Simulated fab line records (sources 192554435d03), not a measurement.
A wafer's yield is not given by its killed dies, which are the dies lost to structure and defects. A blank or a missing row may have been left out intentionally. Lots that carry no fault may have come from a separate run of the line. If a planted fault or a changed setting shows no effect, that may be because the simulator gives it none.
A struck lot beside a sound one :: flow n5Finfet :: 15 steps out of a route of 1938
Sound: the wafers L543.2, L543.5, L543.6. Struck: wafer L541.3. (L541.1 of the same lot was not struck and is left out.) The cause comes at the end.
Order at every step that has rows: each side's tool, ch and its chambers, its first start. Under that, the readings that differ: sound wafers :: struck wafers :: difference of the means :: sigmas: that difference in standard deviations of wafers without a fault.
alike: words and numbers the same on both sides, and readings whose means are apart by under 2 such deviations; not compared: readings that were withheld, readings missing a value for some wafer, numbers with overlapping values and no deviation given by the record, and bounds like >300 which may hide the same value.
The two part at a step that has a row with sigmas, a row that says differs or no value, or rows on one side only. Numbers that don't overlap but have no deviation are shown without sigmas and don't part them. A reading that every wafer of one side lacks parts them only if that side has two wafers or more.

first, 7 steps without rows for these wafers: N5_BEOL_M12_COAT_22 (resist thk 300 nm); N5_BEOL_M12_EBR_24; N5_BEOL_M12_SOFTBAKE_23 (time 60 s); N5_BEOL_M12_EXPOSE_25 (exposes mask M12); N5_BEOL_M12_PEB_26 (peb time 90 s); N5_BEOL_M12_DEVELOP_27 (develop time 45 s); N5_BEOL_M12_HARDBAKE_32 (time 120 s).
N5_BEOL_M12_CD_MEAS_28: the cd target is 160.2 nm.
  sound on cdSem-03 ch 0, day 17 08:46; struck on cdSem-01 ch 0, day 17 10:26
  alike: cdNm
N5_BEOL_M12_OVL_MEAS_29:
  sound on overlay-02 ch 0, day 17 08:48; struck on overlay-01 ch 0, day 17 10:28
reading: M12_OVL (nm)
sound: 5 5 1
struck: -7
difference: -11
sigmas: -2
N5_BEOL_M12_INSPECT_30: inspects for defects (macro).
  sound on defectInspect-02 at day 17 08:50; struck on defectInspect-02 at day 17 10:30
reading: rawDefectCount
sound: 2 4 2
struck: 6
difference: +3
sigmas: +2
N5_BEOL_M12_DESCUM_33: chemistry O2, time 7.9 s.
  sound on rieDiel-03 ch 0,1, day 17 08:52; struck on rieDiel-01 ch 3, day 17 10:32
reading: throttleValvePct (%)
sound: 20.10 20.54 20.09
struck: 20.82
difference: +0.58
sigmas: +2
  alike: drypumpMotorCurrentA, o2FlowSccm, oesProductAu, rfVppV, showerheadPlenumPTorr, tempC
  not compared: rfHoursCounterH
N5_BEOL_M12_ETCH_67: etches SiARC in CF4, target depth 143 nm, time 238.3 s.
  sound on rieDiel-03 ch 0,1, day 17 08:54; struck on rieDiel-01 ch 3, day 17 10:35
reading: drypumpMotorCurrentA (A)
sound: 5.6 5.5 5.7
struck: 6.5
difference: +0.9
sigmas: +2

reading: throttleValvePct (%)
sound: 15.34 15.67 15.36
struck: 15.99
difference: +0.53
sigmas: +3
  alike: etchRfOnTimeS, oesProductAu, rfVppV, showerheadPlenumPTorr
  not compared: rfHoursCounterH
N5_BEOL_M12_ETCH_68: etches SOC in N2/H2, time 285 s.
  sound on rieDiel-03 ch 0,1, day 17 09:02; struck on rieDiel-01 ch 3, day 17 10:48
reading: oesProductAu (a.u.)
sound: 0.83 0.79 0.83
struck: 0.67
difference: -0.15
sigmas: -2

reading: model.SiARC_of_BEOL_M12_COAT_66.thkNm (nm)
sound: 85.8 86 86.2
struck: 91
difference: +5
sigmas: 
  alike: drypumpMotorCurrentA, rfVppV, showerheadPlenumPTorr, tempC, throttleValvePct
  not compared: rfHoursCounterH
then, 1 step without rows for these wafers: N5_BEOL_M12_STRIP_69 (strips in N2/H2).
-- a jump in the record: the struck wafers' starts before and after are 2 days apart (it breaks off in module BEOL_M12 and resumes in module PASSIVATION, where the first step shown is number 1936 of the route) --
N5_PASSIVATION_PROBE_49:
  record: rows for the struck wafers here (prober-01, day 19 12:41), none for the sound ones

WHERE THEY PART
At N5_BEOL_M12_OVL_MEAS_29 first; at N5_PASSIVATION_PROBE_49 last (within this record only).

WHY: what had been put in by the simulator
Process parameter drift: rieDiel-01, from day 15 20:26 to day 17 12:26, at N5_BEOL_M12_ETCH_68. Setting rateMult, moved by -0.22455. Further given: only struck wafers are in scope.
